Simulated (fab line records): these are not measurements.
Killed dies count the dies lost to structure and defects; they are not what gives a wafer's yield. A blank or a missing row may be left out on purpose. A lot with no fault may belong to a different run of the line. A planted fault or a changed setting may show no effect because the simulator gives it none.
Chamber matching :: flow n5 finfet :: N5_SDB_HM_OPEN_20 on rie diel-04: 4 sister chambers
The step chemistry CH3F/O2, target SiNx, stops on poly-Si, target depth 24 nm. 8 wafers are shown with their chamber, then 8 later ones without.

WAFERS, EACH WITH ITS CHAMBER
wafer: L080.4
chamber: 0
drypump motor current A (A): 5.50
showerhead plenum p Torr (Torr): 1.99

wafer: L086.2
chamber: 3
drypump motor current A (A): 5.22
showerhead plenum p Torr (Torr): 1.99

wafer: L086.3
chamber: 0
drypump motor current A (A): 5.54
showerhead plenum p Torr (Torr): 1.99

wafer: L086.4
chamber: 2
drypump motor current A (A): 5.41
showerhead plenum p Torr (Torr): 1.97

wafer: L088.1
chamber: 1
drypump motor current A (A): 5.89
showerhead plenum p Torr (Torr): 1.91

wafer: L088.3
chamber: 2
drypump motor current A (A): 5.40
showerhead plenum p Torr (Torr): 1.97

wafer: L088.5
chamber: 1
drypump motor current A (A): 5.93
showerhead plenum p Torr (Torr): 1.91

wafer: L089.2
chamber: 3
drypump motor current A (A): 5.20
showerhead plenum p Torr (Torr): 1.98

WAFERS WHOSE CHAMBER IS MISSING
wafer: L089.4
drypump motor current A (A): 5.42
showerhead plenum p Torr (Torr): 1.97

wafer: L089.5
drypump motor current A (A): 5.24
showerhead plenum p Torr (Torr): 1.98

wafer: L094.2
drypump motor current A (A): 5.22
showerhead plenum p Torr (Torr): 1.98

wafer: L094.3
drypump motor current A (A): 5.54
showerhead plenum p Torr (Torr): 1.98

wafer: L094.4
drypump motor current A (A): 5.22
showerhead plenum p Torr (Torr): 1.98

wafer: L097.2
drypump motor current A (A): 5.52
showerhead plenum p Torr (Torr): 1.98

wafer: L097.4
drypump motor current A (A): 5.93
showerhead plenum p Torr (Torr): 1.91

wafer: L097.6
drypump motor current A (A): 5.89
showerhead plenum p Torr (Torr): 1.91

CHAMBER TAKEN BY EACH
wafer: L089.4
from the rows above: 2
in truth: 2

wafer: L089.5
from the rows above: 3
in truth: 3

wafer: L094.2
from the rows above: 3
in truth: 3

wafer: L094.3
from the rows above: 0
in truth: 0

wafer: L094.4
from the rows above: 3
in truth: 3

wafer: L097.2
from the rows above: 0
in truth: 0

wafer: L097.4
from the rows above: 1
in truth: 1

wafer: L097.6
from the rows above: 1
in truth: 1
Correctly placed: 8 of 8. Number that these rows cannot place: 0. 0 placed wrongly.
How it was worked out, from the rows above alone: a wafer's distance from a chamber is the root of the sum, over the readings, of the square of ((its reading less the chamber's mean) divided by the reading's scatter). If the next closest chamber is less than 2 further off than the closest, the wafer can't be placed; otherwise it belongs to the closest. A chamber's mean is the mean of its shown wafers. The scatter: take each reading less its chamber's mean, square it, sum over the shown wafers, divide by the number of wafers less the number of chambers, and take the root.
